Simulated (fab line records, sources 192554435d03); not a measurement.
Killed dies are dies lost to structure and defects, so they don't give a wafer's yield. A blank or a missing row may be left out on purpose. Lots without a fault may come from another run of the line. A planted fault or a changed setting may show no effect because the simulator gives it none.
One fault seen from 3 desks | flow n5_finfet | each desk has only its own numbers; what lay behind them comes last

THE DEFECT DESK
What the inspections along the route counted, lot by lot: means of the sampled wafers that have a number. A lot is out of limits, marked OUT, if its mean lies more than 4 standard deviations from the usual mean; the brackets give that distance.
Columns: A = raw_defect_count at N5_BEOL_M3_INSPECT_30, usual 384
lot  | first seen here | A
L614 | day 9 05:57     | 438
L617 | day 9 18:18     | 415
L620 | day 11 04:50    | 312
L623 | day 11 14:10    | 309
L628 | day 13 07:52    | 290
L629 | day 13 15:55    | 404
This desk's finding: nothing out of limits on any of the 6 lots.

THE METROLOGY DESK
What the gauges read, lot by lot, whatever tool the lot ran on: means of the sampled wafers that have a number. A lot is out of limits, marked OUT, if its mean lies more than 4 standard deviations from the usual mean; the brackets give that distance. Of its 12 readings 7 are shown: those that lie furthest out on some lot.
Columns: A = IOFF_P at N5_BEOL_M4_RC_MEAS_101, usual 0.22 nA/um; B = ION_N at N5_BEOL_M4_RC_MEAS_101, usual 672 uA/um; C = ION_P at N5_BEOL_M4_RC_MEAS_101, usual 463 uA/um; D = SS_N at N5_BEOL_M4_RC_MEAS_101, usual 71.4 mV/dec; E = SS_P at N5_BEOL_M4_RC_MEAS_101, usual 73.2 mV/dec; F = VT_N at N5_BEOL_M4_RC_MEAS_101, usual 250 mV; G = VT_P at N5_BEOL_M4_RC_MEAS_101, usual -250 mV
lot  | first seen here | A    | B   | C   | D    | E    | F   | G
L614 | day 9 05:52     | 0.24 | 677 | 469 | 71.1 | 73.3 | 247 | -246
L617 | day 9 18:13     | 0.28 | 681 | 473 | 71.9 | 73.3 | 246 | -244
L620 | day 11 04:45    | 0.18 | 668 | 457 | 71.5 | 73.3 | 250 | -253
L623 | day 11 14:05    | 0.22 | 662 | 461 | 71.5 | 73.0 | 254 | -250
L628 | day 13 07:46    | 0.19 | 678 | 465 | 71.0 | 72.7 | 251 | -252
L629 | day 13 15:49    | 0.20 | 671 | 465 | 71.2 | 72.6 | 251 | -251
This desk's finding: nothing out of limits on any of the 6 lots.

THE TOOL OWNER'S DESK: rie_diel-03
The tool's own readings at N5_BEOL_M3_ETCH_70 (etches SOC in N2/H2, target depth 80 nm, overetch 16 nm, time 120 s): means of the sampled wafers that have a number, for each lot that ran on this tool. A lot is out of limits, marked OUT, if its mean lies more than 4 standard deviations from the usual mean; the brackets give that distance.
Columns: A = drypump_motor_current_A at N5_BEOL_M3_ETCH_70, usual 5.6 A; B = oes_product_au at N5_BEOL_M3_ETCH_70, usual 0.58 a.u.; C = rf_vpp_V at N5_BEOL_M3_ETCH_70, usual 523.8 V; D = run_length_s at N5_BEOL_M3_ETCH_70, usual 143.3 s; E = showerhead_plenum_p_Torr at N5_BEOL_M3_ETCH_70, usual 2.53 Torr; F = temp_c at N5_BEOL_M3_ETCH_70, usual 40.01 C; G = throttle_valve_pct at N5_BEOL_M3_ETCH_70, usual 17.88 %
lot  | first seen here | A   | B    | C     | D               | E    | F     | G
L614 | day 9 08:03     | 5.4 | 0.60 | 524.6 | 143.2           | 2.55 | 39.96 | 17.89
L617 | day 10 00:25    | 5.4 | 0.59 | 523.9 | 143.3           | 2.54 | 39.99 | 17.89
L623 | day 11 17:00    | 5.4 | 0.60 | 524.7 | 159.2 (+36) OUT | 2.56 | 40.04 | 17.76
L620 | day 11 17:26    | 5.3 | 0.58 | 525.8 | 159.2 (+36) OUT | 2.58 | 40.01 | 17.74
This desk's finding: out of limits on L620, L623; first on L623, day 11 17:00 (run_length_s at N5_BEOL_M3_ETCH_70). In limits: L614, L617.

PUT TOGETHER
The tool owner's desk could have raised an alarm at day 11 17:00, on L620, L623.
The defect desk saw nothing out of limits.
The metrology desk saw nothing out of limits.
The defect desk has L620, L623 on record, within its limits.
The metrology desk has L620, L623 on record, within its limits.
Of the lots named, all ran N5_BEOL_M3_ETCH_70 on rie_diel-03.

WHAT THE SIMULATOR HAD PUT IN
Process parameter drift: rie_diel-03, from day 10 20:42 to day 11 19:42, at N5_BEOL_M3_ETCH_70. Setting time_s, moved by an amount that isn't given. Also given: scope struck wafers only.
Lots struck among those shown: L620, L623.
Hours from the fault's start to each desk's first reading out of limits: the tool owner's desk, 20.
